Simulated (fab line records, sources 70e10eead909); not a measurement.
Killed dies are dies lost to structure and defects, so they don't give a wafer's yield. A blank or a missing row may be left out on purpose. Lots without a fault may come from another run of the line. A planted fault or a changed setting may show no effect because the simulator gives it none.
Problem report in the 8D (eight disciplines) form, filled by code | flow nand_harc | the parts of the form that need people (team, actions taken, sign-off) are left out

1. THE PROBLEM
thk_nm at NHARC_A_ONON_D2_THK_MEAS_21 reads a mean of 673 nm on 6 wafers of 2 lots; wafers without a fault read 998 nm with a standard deviation of 9.4. That is -35 standard deviations from the usual mean.
The step: measures by ellipsometry.
First seen on wafer L101.3, day 19 01:32, on film_metro-01. The record holds 42 wafers of 14 lots with a number at this step. Rule for "out", or "out of limits": more than 4 standard deviations from the usual mean. The other wafers with a number count as sound.

2. WHAT IT IS AND WHAT IT IS NOT
question                    | is                     | is not
which readings at this step | thk_nm                 | -
which lots                  | L101, L103             | L104, L106, L107, L109, L986, L989, L990, L991, L992, L993, L994, L995
which wafers of those lots  | all that have a number | -
read on which gauges        | film_metro-01          | film_metro-02
when                        | from day 19 01:32      | up to then (24 sound wafers); but 12 sound wafers of L104, L106, L107, L109 came after

3. SUSPECTS, AND WHAT RULES EACH OUT
Counting: a tool at a process step up to the reading stays a suspect if it ran every lot that is out and no sound lot after the first of them.
- the gauge at NHARC_A_ONON_D2_THK_MEAS_21: kept. All the wafers that are out were read on film_metro-01, and no step on other tools shows them out.
- pecvd_onon-02 at NHARC_A_ONON_D2_DEP_19 (target thk 1000 nm): ruled out as a lasting fault. Sound lots L109 ran on it after its first lot that is out, L101 (day 19 01:08).
Left after counting: film_metro-01 at NHARC_A_ONON_D2_THK_MEAS_21.

4. THE CAUSE (what the simulator had put in)
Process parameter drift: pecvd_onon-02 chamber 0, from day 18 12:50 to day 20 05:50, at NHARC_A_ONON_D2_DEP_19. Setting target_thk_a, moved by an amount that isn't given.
Counting ruled it out, wrongly: the rule takes a fault to strike every lot that its tool runs from its start on, and this one did not.

5. THE CHAIN OF EFFECTS, in route order
Each row: a reading whose mean over the struck wafers that have a number lies more than 3 standard deviations from the usual. Only readings for which the record gives a usual standard deviation are gone through. hours: the time from each lot's start at the first step in this table that gives one to its start at this step, as a median over the lots. sigmas: the change in usual standard deviations.
hours | step                        | reading | usual  | on struck wafers | change | sigmas
0     | NHARC_A_ONON_D2_THK_MEAS_21 | thk_nm  | 998 nm | 673              | -325   | -35

6. WHAT WOULD HAVE CAUGHT IT SOONER
In this record the first reading out of limits at a measuring or inspecting step was taken at day 19 01:32, 13 hours after the fault began at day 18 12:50.
Of the tool readings at NHARC_A_ONON_D2_DEP_19 for which the record gives a usual standard deviation, none was out on any struck wafer, so an alarm limit of 4 standard deviations on them would not have fired.
